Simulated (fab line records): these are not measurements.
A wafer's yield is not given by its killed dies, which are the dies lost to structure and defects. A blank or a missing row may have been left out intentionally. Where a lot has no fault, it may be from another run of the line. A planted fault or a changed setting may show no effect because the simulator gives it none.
Split-lot study :: flow n5-finfet :: on a route of 1938 steps: 7 lots, 39 wafers read

ON THE SPLIT
At N5_HKMG_FIN_ETCH_55 (etches SOC in N2/H2, target depth 240 nm, time 300 s), the setting time-s was moved away from the recipe's 300 s on 15 of the 39 wafers read, by +6.7% to +17.8%. The other wafers ran this setting at the recipe's value.

The reading comes from the split's own step.

THE READING
SiARC_of_HKMG_FIN_COAT_42.thk-nm (the simulator's own value, which no gauge read), in nm, at N5_HKMG_FIN_ETCH_55 (etches SOC in N2/H2, target depth 240 nm, time 300 s). The file gives no usual value for it. The 24 wafers here that ran the recipe average 21.1 nm, standard deviation 0.32 nm.

wafer: L076.1
tool, chamber at the split: rie-diel-04, 1
time-s as run, s: 300
against the recipe: recipe
SiARC_of_HKMG_FIN_COAT_42.thk-nm, nm: 20.6
against lot-mates on the recipe: -

wafer: L076.2
tool, chamber at the split: rie-diel-04, 3
time-s as run, s: 300
against the recipe: recipe
SiARC_of_HKMG_FIN_COAT_42.thk-nm, nm: 21
against lot-mates on the recipe: -

wafer: L076.3
tool, chamber at the split: rie-diel-04, 0
time-s as run, s: 300
against the recipe: recipe
SiARC_of_HKMG_FIN_COAT_42.thk-nm, nm: 21.6
against lot-mates on the recipe: -

wafer: L076.4
tool, chamber at the split: rie-diel-04, 2
time-s as run, s: 300
against the recipe: recipe
SiARC_of_HKMG_FIN_COAT_42.thk-nm, nm: 21.2
against lot-mates on the recipe: -

wafer: L076.5
tool, chamber at the split: rie-diel-04, 0
time-s as run, s: 300
against the recipe: recipe
SiARC_of_HKMG_FIN_COAT_42.thk-nm, nm: 21.6
against lot-mates on the recipe: -

wafer: L076.6
tool, chamber at the split: rie-diel-04, 1
time-s as run, s: 300
against the recipe: recipe
SiARC_of_HKMG_FIN_COAT_42.thk-nm, nm: 20.8
against lot-mates on the recipe: -

wafer: L078.1
tool, chamber at the split: rie-diel-04, 1
time-s as run, s: 333.1
against the recipe: +11.0%
SiARC_of_HKMG_FIN_COAT_42.thk-nm, nm: 19.2
against lot-mates on the recipe: -2.0

wafer: L078.2
tool, chamber at the split: rie-diel-04, 0
time-s as run, s: 300
against the recipe: recipe
SiARC_of_HKMG_FIN_COAT_42.thk-nm, nm: 21.4
against lot-mates on the recipe: -

wafer: L078.3
tool, chamber at the split: rie-diel-04, 3
time-s as run, s: 333.1
against the recipe: +11.0%
SiARC_of_HKMG_FIN_COAT_42.thk-nm, nm: 19.4
against lot-mates on the recipe: -1.8

wafer: L078.4
tool, chamber at the split: rie-diel-04, 2
time-s as run, s: 333.1
against the recipe: +11.0%
SiARC_of_HKMG_FIN_COAT_42.thk-nm, nm: 19.8
against lot-mates on the recipe: -1.4

wafer: L078.5
tool, chamber at the split: rie-diel-04, 0
time-s as run, s: 300
against the recipe: recipe
SiARC_of_HKMG_FIN_COAT_42.thk-nm, nm: 21.4
against lot-mates on the recipe: -

wafer: L078.6
tool, chamber at the split: rie-diel-04, 3
time-s as run, s: 300
against the recipe: recipe
SiARC_of_HKMG_FIN_COAT_42.thk-nm, nm: 20.8
against lot-mates on the recipe: -

wafer: L079.1
tool, chamber at the split: rie-diel-06, 1
time-s as run, s: 353.5
against the recipe: +17.8%
SiARC_of_HKMG_FIN_COAT_42.thk-nm, nm: 18.4
against lot-mates on the recipe: -3.1

wafer: L079.2
tool, chamber at the split: rie-diel-06, 0
time-s as run, s: 300
against the recipe: recipe
SiARC_of_HKMG_FIN_COAT_42.thk-nm, nm: 21.2
against lot-mates on the recipe: -

wafer: L079.3
tool, chamber at the split: rie-diel-06, 2
time-s as run, s: 353.5
against the recipe: +17.8%
SiARC_of_HKMG_FIN_COAT_42.thk-nm, nm: 19
against lot-mates on the recipe: -2.5

wafer: L079.4
tool, chamber at the split: rie-diel-06, 3
time-s as run, s: 300
against the recipe: recipe
SiARC_of_HKMG_FIN_COAT_42.thk-nm, nm: 22
against lot-mates on the recipe: -

wafer: L079.5
tool, chamber at the split: rie-diel-06, 2
time-s as run, s: 300
against the recipe: recipe
SiARC_of_HKMG_FIN_COAT_42.thk-nm, nm: 21.4
against lot-mates on the recipe: -

wafer: L079.6
tool, chamber at the split: rie-diel-06, 1
time-s as run, s: 353.5
against the recipe: +17.8%
SiARC_of_HKMG_FIN_COAT_42.thk-nm, nm: 18.4
against lot-mates on the recipe: -3.1

wafer: L080.1
tool, chamber at the split: rie-diel-06, 2
time-s as run, s: 300
against the recipe: recipe
SiARC_of_HKMG_FIN_COAT_42.thk-nm, nm: 21.2
against lot-mates on the recipe: -

wafer: L080.2
tool, chamber at the split: rie-diel-06, 3
time-s as run, s: 334.6
against the recipe: +11.5%
SiARC_of_HKMG_FIN_COAT_42.thk-nm, nm: 20.4
against lot-mates on the recipe: -0.7

wafer: L080.3
tool, chamber at the split: rie-diel-06, 1
time-s as run, s: 300
against the recipe: recipe
SiARC_of_HKMG_FIN_COAT_42.thk-nm, nm: 21
against lot-mates on the recipe: -

wafer: L080.4
tool, chamber at the split: rie-diel-06, 0
time-s as run, s: 334.6
against the recipe: +11.5%
SiARC_of_HKMG_FIN_COAT_42.thk-nm, nm: 19.6
against lot-mates on the recipe: -1.5

wafer: L080.5
tool, chamber at the split: rie-diel-06, 2
time-s as run, s: 334.6
against the recipe: +11.5%
SiARC_of_HKMG_FIN_COAT_42.thk-nm, nm: 19.8
against lot-mates on the recipe: -1.3

wafer: L080.6
tool, chamber at the split: rie-diel-06, 1
time-s as run, s: 300
against the recipe: recipe
SiARC_of_HKMG_FIN_COAT_42.thk-nm, nm: 21
against lot-mates on the recipe: -

wafer: L081.3
tool, chamber at the split: rie-diel-04, 3
time-s as run, s: 300
against the recipe: recipe
SiARC_of_HKMG_FIN_COAT_42.thk-nm, nm: 20.6
against lot-mates on the recipe: -

wafer: L081.4
tool, chamber at the split: rie-diel-04, 2
time-s as run, s: 300
against the recipe: recipe
SiARC_of_HKMG_FIN_COAT_42.thk-nm, nm: 21
against lot-mates on the recipe: -

wafer: L081.5
tool, chamber at the split: rie-diel-04, 2
time-s as run, s: 300
against the recipe: recipe
SiARC_of_HKMG_FIN_COAT_42.thk-nm, nm: 21
against lot-mates on the recipe: -

wafer: L084.1
tool, chamber at the split: rie-diel-04, 3
time-s as run, s: 348.6
against the recipe: +16.2%
SiARC_of_HKMG_FIN_COAT_42.thk-nm, nm: 18.6
against lot-mates on the recipe: -2.5

wafer: L084.2
tool, chamber at the split: rie-diel-04, 0
time-s as run, s: 348.6
against the recipe: +16.2%
SiARC_of_HKMG_FIN_COAT_42.thk-nm, nm: 19.2
against lot-mates on the recipe: -1.9

wafer: L084.3
tool, chamber at the split: rie-diel-04, 1
time-s as run, s: 300
against the recipe: recipe
SiARC_of_HKMG_FIN_COAT_42.thk-nm, nm: 20.8
against lot-mates on the recipe: -

wafer: L084.4
tool, chamber at the split: rie-diel-04, 2
time-s as run, s: 300
against the recipe: recipe
SiARC_of_HKMG_FIN_COAT_42.thk-nm, nm: 21.4
against lot-mates on the recipe: -

wafer: L084.5
tool, chamber at the split: rie-diel-04, 3
time-s as run, s: 300
against the recipe: recipe
SiARC_of_HKMG_FIN_COAT_42.thk-nm, nm: 21
against lot-mates on the recipe: -

wafer: L084.6
tool, chamber at the split: rie-diel-04, 2
time-s as run, s: 348.6
against the recipe: +16.2%
SiARC_of_HKMG_FIN_COAT_42.thk-nm, nm: 19.2
against lot-mates on the recipe: -1.9

wafer: L088.1
tool, chamber at the split: rie-diel-04, 3
time-s as run, s: 300
against the recipe: recipe
SiARC_of_HKMG_FIN_COAT_42.thk-nm, nm: 21
against lot-mates on the recipe: -

wafer: L088.2
tool, chamber at the split: rie-diel-04, 1
time-s as run, s: 320.2
against the recipe: +6.7%
SiARC_of_HKMG_FIN_COAT_42.thk-nm, nm: 19.8
against lot-mates on the recipe: -1.3

wafer: L088.3
tool, chamber at the split: rie-diel-04, 2
time-s as run, s: 320.2
against the recipe: +6.7%
SiARC_of_HKMG_FIN_COAT_42.thk-nm, nm: 20.4
against lot-mates on the recipe: -0.7

wafer: L088.4
tool, chamber at the split: rie-diel-04, 3
time-s as run, s: 320.2
against the recipe: +6.7%
SiARC_of_HKMG_FIN_COAT_42.thk-nm, nm: 20.2
against lot-mates on the recipe: -0.9

wafer: L088.5
tool, chamber at the split: rie-diel-04, 2
time-s as run, s: 300
against the recipe: recipe
SiARC_of_HKMG_FIN_COAT_42.thk-nm, nm: 21.2
against lot-mates on the recipe: -

wafer: L088.6
tool, chamber at the split: rie-diel-04, 1
time-s as run, s: 300
against the recipe: recipe
SiARC_of_HKMG_FIN_COAT_42.thk-nm, nm: 21
against lot-mates on the recipe: -

THE FIT
A straight line over all 39 wafers: SiARC_of_HKMG_FIN_COAT_42.thk-nm changes by -0.135 nm for each +1% of time-s; r = -0.94; the points scatter about the line by 0.34 nm.
The same after taking each lot's own level away (the mean of its wafers on the recipe; 39 wafers): -0.142 nm for each +1%; r = -0.94; scatter 0.35 nm.
On that fit, the largest move of time-s shifts the reading by 2.5 nm.
The span of the lots' own levels, 20.87 to 21.53 nm, comes to 2.1 times the standard deviation stated above.
The two slopes are in agreement: the lot-to-lot level therefore moves the slope only a little.
Check: with one of the wafers moved furthest among these (+17.8%) left out of the fit, the line predicts -2.44 nm for it against its lot-mates. It came out at -3.13 nm against them.

THE OTHER SPLITS THESE WAFERS WENT THROUGH
These wafers also went through other splits before the reading. Each is held against what the fit with the lots' levels taken away leaves over:
other split on the same wafers: N5_SD_EPI_P_EXPOSE_06 dose-mj
wafers away from the commonest value: 12
r with SiARC_of_HKMG_FIN_COAT_42.thk-nm (lot level and that fit taken away): -0.11

THE WHOLE CHAIN: every reading that the file lists as answering this split, in the file's order
step: N5_HKMG_FIN_ETCH_55
what it does: etches SOC in N2/H2, target depth 240 nm, time 300 s
reading: etch.depth-nm (the simulator's own value, which no gauge read)
change (the file's fit): +2.43 nm for each +1% of the setting
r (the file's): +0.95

step: N5_HKMG_FIN_ETCH_55
what it does: etches SOC in N2/H2, target depth 240 nm, time 300 s
reading: HKMG_FIN.feature-depth-nm (the simulator's own value, which no gauge read)
change (the file's fit): +2.43 nm for each +1% of the setting
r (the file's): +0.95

step: N5_HKMG_FIN_ETCH_55
what it does: etches SOC in N2/H2, target depth 240 nm, time 300 s
reading: SiARC_of_HKMG_FIN_COAT_42.thk-nm (the simulator's own value, which no gauge read)
change (the file's fit): -0.141 nm for each +1% of the setting
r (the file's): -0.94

FILE'S OWN FIT
SiARC_of_HKMG_FIN_COAT_42.thk-nm changes by -0.141 nm for each +1% of time-s, r = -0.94.
